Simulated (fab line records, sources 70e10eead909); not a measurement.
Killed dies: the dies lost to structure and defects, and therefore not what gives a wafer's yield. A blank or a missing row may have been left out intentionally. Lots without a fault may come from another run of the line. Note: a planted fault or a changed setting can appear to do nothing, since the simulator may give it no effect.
Code-filled problem report in 8D (eight disciplines) form | flow nand-harc | the parts of the form that need people (team, actions taken, sign-off) are left out

== 1. WHAT IS WRONG ==
At NHARC_END_SORT_01, killed-at-periphery averages 436.8 over 6 wafers from 2 lots, while fault-free wafers read 3.7, standard deviation 2.6. So: +99 or more standard deviations from the usual mean.
First observed at day 21 04:43: wafer L798.2, on prober-02. The record has a number at this step for 12 wafers belonging to 4 lots. Rule for "out" (also "out of limits"): further than 4 standard deviations from the usual mean. Any other wafer with a number is counted as sound.

== 2. WHAT IT IS; WHAT IT IS NOT ==
question                    | is                                                                                                                                                      | is not
which readings at this step | killed-at-periphery, defect-limited-yield, killed-dies, sort_bin_2_pct, sort_bin_3_pct, sort_bin_4_pct, sort-n-pass, sort-rim-yield-pct, sort-yield-pct | killed-at-array, killed-open, killed-short
which lots                  | L798, L802                                                                                                                                              | L808, L810
which wafers of those lots  | all that have a number                                                                                                                                  | -
read on which gauges        | prober-02                                                                                                                                               | -
when                        | from day 21 04:43                                                                                                                                       | up to then (0 sound wafers); but 6 sound wafers of L808, L810 came after

== 3. THE SUSPECTS, EACH WITH WHAT RULES IT OUT ==
Counting: a tool at a process step up to the reading stays a suspect if it ran every lot that is out and no sound lot after the first of them.
- the gauge at NHARC_END_SORT_01: kept. All the wafers that are out were read on prober-02, and no step on other tools shows them out.
- ecd-cu-02 at NHARC_P_BONDPAD_ECD_18 (material Cu, target thk 400 nm): kept. It ran every lot that is out, first L798 (day 8 06:11), and no sound lot after that.
What counting leaves: ecd-cu-02 at NHARC_P_BONDPAD_ECD_18 and prober-02 at NHARC_END_SORT_01.

== 4. THE CAUSE (what the simulator had put in) ==
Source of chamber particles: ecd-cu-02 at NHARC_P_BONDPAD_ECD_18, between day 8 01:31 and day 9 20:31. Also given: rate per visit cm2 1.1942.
After counting, 2 suspects remain, this tool included.

== 5. THE CHAIN OF EFFECTS, in route order ==
Each row: a reading whose mean over the struck wafers that have a number lies more than 3 standard deviations from the usual. Readings are gone through only where the record gives a usual standard deviation; hours: the median, over the lots, of the time from a lot's start at the first step in this table giving one to that lot's start at this step; sigmas: the change measured in usual standard deviations.
hours | step              | reading              | usual  | on struck wafers | change | sigmas
0     | NHARC_END_SORT_01 | defect-limited-yield | 95.1 % | 33.2             | -61.9  | -41
0     | NHARC_END_SORT_01 | killed-at-periphery  | 3.7    | 436.8            | +433.1 | +99 or more
0     | NHARC_END_SORT_01 | killed-dies          | 33     | 452              | +420   | +42
0     | NHARC_END_SORT_01 | sort_bin_2_pct       | 1.5 %  | 25.4             | +23.9  | +37
0     | NHARC_END_SORT_01 | sort_bin_3_pct       | 0.29 % | 5.83             | +5.54  | +23
0     | NHARC_END_SORT_01 | sort_bin_4_pct       | 3.1 %  | 35.6             | +32.5  | +34
0     | NHARC_END_SORT_01 | sort-n-pass          | 644    | 224              | -420   | -42
0     | NHARC_END_SORT_01 | sort-rim-yield-pct   | 96.9 % | 31.3             | -65.6  | -25
0     | NHARC_END_SORT_01 | sort-yield-pct       | 95.1 % | 33.2             | -61.9  | -41

== 6. WHAT WOULD HAVE CAUGHT IT SOONER ==
Counted from the fault's start at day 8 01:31, it took 315 hours until the first out-of-limits reading at a measuring or inspecting step in this record, taken at day 21 04:43.
Tool readings at NHARC_P_BONDPAD_ECD_18 with a usual standard deviation given in the record: none out on any struck wafer, hence no alarm at a limit of 4 standard deviations on them.
By day 21 04:43, every lot that is out (2) had started NHARC_P_BONDPAD_ECD_18 on ecd-cu-02. None of them would have been spared by holding the tool at that moment.
